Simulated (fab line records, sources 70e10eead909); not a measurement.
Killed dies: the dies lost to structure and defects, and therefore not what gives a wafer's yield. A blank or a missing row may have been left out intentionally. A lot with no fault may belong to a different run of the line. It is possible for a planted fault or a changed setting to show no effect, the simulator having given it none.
Which of the tools did it?	flow nand-harc	14 lots, 42 wafers sampled, at 4 steps of a route of 1302

## WHAT THE GAUGES READ, wafer by wafer
NHARC_P_M0_CD_MEAS_09: target cd 90 nm. Usual: cd-nm at 89.9 nm, with a standard deviation of 0.72.
lot	measured	on	cd-nm (nm)	flag
L287	day 6 05:19	cd-sem-01	90.2 89.9 90.1	
L288	day 6 17:20	cd-sem-01	89.3 89.4 90.0	
L291	day 7 18:08	cd-sem-02	88.6 90.0 89.1	
L292	day 7 23:50	cd-sem-02	91.4 89.9 90.2	
L294	day 8 20:23	cd-sem-01	89.4 89.3 89.5	
L295	day 9 10:51	cd-sem-01	89.4 91.1 90.5	
L297	day 9 23:23	cd-sem-01	89.1 89.8 89.6	
L298	day 11 00:26	cd-sem-02	91.4 89.2 90.9	
L304	day 13 03:50	cd-sem-03	90.3 90.2 90.9	
L305	day 13 11:00	cd-sem-03	89.9 90.4 89.8	
L307	day 14 08:48	cd-sem-02	90.1 90.3 89.8	
L308	day 14 18:37	cd-sem-03	90.6 91.0 90.6	
L309	day 15 06:53	cd-sem-02	89.5 90.4 89.8	
L310	day 15 20:05	cd-sem-02	88.7 88.9 90.4	

NHARC_P_M0_INSPECT_11. Usual: raw-defect-count at 4.7, with a standard deviation of 2.9.
lot	measured	on	raw-defect-count	flag
L287	day 6 05:26	defect-inspect-02	4 3 9	
L288	day 6 17:28	defect-inspect-02	6 2 4	
L291	day 7 18:16	defect-inspect-02	8 9 3	
L292	day 7 23:57	defect-inspect-02	6 6 9	
L294	day 8 20:31	defect-inspect-01	10 7 10	
L295	day 9 10:58	defect-inspect-01	4 9 7	
L297	day 9 23:31	defect-inspect-02	5 5 1	
L298	day 11 00:34	defect-inspect-01	3 1 1	
L304	day 13 03:57	defect-inspect-01	6 6 6	
L305	day 13 11:07	defect-inspect-02	7 5 6	
L307	day 14 08:55	defect-inspect-01	8 4 2	
L308	day 14 18:44	defect-inspect-02	6 5 1	
L309	day 15 07:01	defect-inspect-02	16 10 9	
L310	day 15 20:12	defect-inspect-02	9 7 4	

NHARC_P_M1_OVL_MEAS_10: pitch 260 nm. Usual: overlay-x-nm 0.0 nm, standard deviation 0.99; overlay-y-nm 0.2 nm, standard deviation 1.
lot	measured	on	overlay-x-nm (nm)	overlay-y-nm (nm)	flag
L287	day 6 09:27	overlay-02	0.1 0.4 0.1	1.0 1.1 0.9	
L288	day 6 21:28	overlay-01	1.2 1.3 0.6	-1.0 -1.1 -1.0	
L291	day 7 22:08	overlay-02	-0.7 -0.6 -0.9	0.5 0.6 0.4	
L292	day 8 03:58	overlay-01	0.3 0.2 0.4	1.7 1.6 1.7	
L294	day 9 00:31	overlay-02	0.7 0.3 0.2	0.3 0.3 0.5	
L295	day 9 15:00	overlay-01	-1.0 -0.5 -0.3	-1.9 -1.5 -1.5	
L297	day 10 03:25	overlay-01	-1.0 -0.7 -0.7	-0.4 -0.7 -0.6	
L298	day 11 04:35	overlay-02	-1.0 -0.5 -0.8	0.2 -0.2 -0.3	
L304	day 13 08:11	overlay-01	0.4 1.2 1.2	1.7 1.7 1.5	
L305	day 13 15:04	overlay-01	-1.4 -1.0 -0.9	-0.2 0.3 -0.1	
L307	day 14 12:56	overlay-02	-0.4 0.6 0.2	-0.1 0.1 0.1	
L308	day 14 22:46	overlay-02	0.9 1.5 1.3	-0.5 -0.7 -0.2	
L309	day 15 10:58	overlay-02	-0.9 -0.6 -0.6	0.3 0.6 0.8	
L310	day 16 00:13	overlay-01	-1.4 -1.5 -2.3	-0.2 -0.1 -0.2	

## TOOL THAT RAN EACH LOT (tool first, then ch and the chambers of the sampled wafers, then the start)
lot	NHARC_P_M0_DEP_32
L287	pecvd-04 ch 1,2, day 6 08:10
L288	pecvd-02 ch 1,2, day 6 20:21
L291	pecvd-01 ch 0,2, day 7 20:59
L292	pecvd-04 ch 1,2, day 8 02:44
L294	pecvd-04 ch 0,1, day 8 23:12
L295	pecvd-04 ch 0,1,2, day 9 13:45
L297	pecvd-04 ch 0,1,2, day 10 02:11
L298	pecvd-04 ch 0,1,2, day 11 03:17
L304	pecvd-01 ch 0,2, day 13 07:01
L305	pecvd-04 ch 0,1, day 13 13:56
L307	pecvd-04 ch 0,1,2, day 14 11:43
L308	pecvd-02 ch 0,1,2, day 14 21:33
L309	pecvd-01 ch 0,1,2, day 15 09:44
L310	pecvd-01 ch 1,2, day 15 22:54
- NHARC_P_M0_DEP_32: deposits SiCN, target thk 30 nm.

## AS READ BY THE TOOLS THEMSELVES (means over the sampled wafers that have a number; for cases with no such wafer, the mark the record gives instead)
NHARC_P_M0_DEP_32. Usual: chamber-pressure-Torr 2.999 Torr, standard deviation 0.0061; heater-power-outer-w 356 W, standard deviation 39; heater-power-w 619 W, standard deviation 52; showerhead-vpp-V 1278 V, standard deviation 76.
lot	tool	chamber-pressure-Torr (Torr)	heater-power-outer-w (W)	heater-power-w (W)	showerhead-vpp-V (V)	flag
L287	pecvd-04	3.008	325	604	1241	
L288	pecvd-02	2.995	374	661	1399	
L291	pecvd-01	2.999	372	630	1282	
L292	pecvd-04	3.005	297	563	1230	
L294	pecvd-04	2.996	342	580	1195	
L295	pecvd-04	2.998	334	591	1224	
L297	pecvd-04	2.995	340	603	1214	
L298	pecvd-04	3.000	308	568	1221	
L304	pecvd-01	-	-	-	-	OFF
L305	pecvd-04	-	-	-	-	OFF
L307	pecvd-04	2.998	348	600	1217	
L308	pecvd-02	2.999	372	622	1402	
L309	pecvd-01	2.996	384	651	1286	
L310	pecvd-01	3.000	431	718	1300	

## THE ANSWER, worked out from the rows above alone
Rule: a lot is off if the mean of its wafers that have a number lies more than 3 standard deviations from the usual mean. Also off: a lot with no number at a reading for which 4 or more lots have one. Any other lot the step has rows for is counted as sound. Order of review: gauges by route order, followed by the tools' own readings, for which a lot's mean as printed above is used. At the first step where some lot is off, the reading lying furthest off is the one used; lots without a number count as furthest.
Off: L304, L305, at NHARC_P_M0_DEP_32 (chamber-pressure-Torr). Without a number there: L304, L305.
A tool fits if, at that step or a process step before it, it ran every lot that is off, and no sound lot after the first of them. No candidate that was tried fits.

## WHAT THE SIMULATOR HAD PUT IN
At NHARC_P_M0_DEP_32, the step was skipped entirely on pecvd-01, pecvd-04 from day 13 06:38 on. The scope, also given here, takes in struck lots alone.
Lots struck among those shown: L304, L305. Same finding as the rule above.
